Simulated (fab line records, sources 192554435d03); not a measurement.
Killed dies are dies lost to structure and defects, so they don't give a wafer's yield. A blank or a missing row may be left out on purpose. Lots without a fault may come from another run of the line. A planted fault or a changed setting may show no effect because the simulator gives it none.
Chamber matching | flow n5_finfet | N5_GATE_CUT_ETCH_36 on rie_diel-02: 4 sister chambers
The step etches SiARC in CF4, target depth 13 nm, time 21.7 s. 4 wafers are shown with their chamber, then 11 later ones without.

WAFERS WITH THEIR CHAMBER
wafer  | chamber | drypump_motor_current_A (A)
L084.6 | 0       | 6.1
L088.5 | 1       | 5.8
L088.6 | 2       | 5.0
L089.1 | 3       | 4.9

WAFERS WITHOUT THEIR CHAMBER
wafer  | drypump_motor_current_A (A)
L089.4 | 5.8
L089.6 | 4.9
L094.1 | 5.1
L094.3 | 5.8
L094.4 | 4.9
L095.2 | 6.1
L095.4 | 5.8
L095.5 | 6.1
L096.1 | 6.1
L096.3 | 5.1
L096.6 | 5.1

WHICH CHAMBER EACH WENT THROUGH
wafer  | from the rows above     | in truth
L089.4 | 1                       | 1
L089.6 | can't be placed: 3 or 2 | 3
L094.1 | can't be placed: 2 or 3 | 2
L094.3 | 1                       | 1
L094.4 | can't be placed: 3 or 2 | 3
L095.2 | 0                       | 0
L095.4 | 1                       | 1
L095.5 | 0                       | 0
L096.1 | 0                       | 0
L096.3 | can't be placed: 2 or 3 | 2
L096.6 | can't be placed: 2 or 3 | 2
Placed correctly: 6 of 11. Can't be placed from these rows: 5 (the true chamber is among the candidates in 5). Placed wrongly: 0.
How it was worked out, from the rows above alone: a wafer's distance from a chamber is the root of the sum, over the readings, of the square of ((its reading less the chamber's mean) divided by the reading's scatter). The wafer belongs to the nearest chamber; if the next one is less than 2 further off, it can't be placed. A chamber's mean is the mean of its shown wafers. The scatter: with one shown wafer a chamber, the root of the mean of the squares of how far each hidden wafer lies from its nearest shown one.
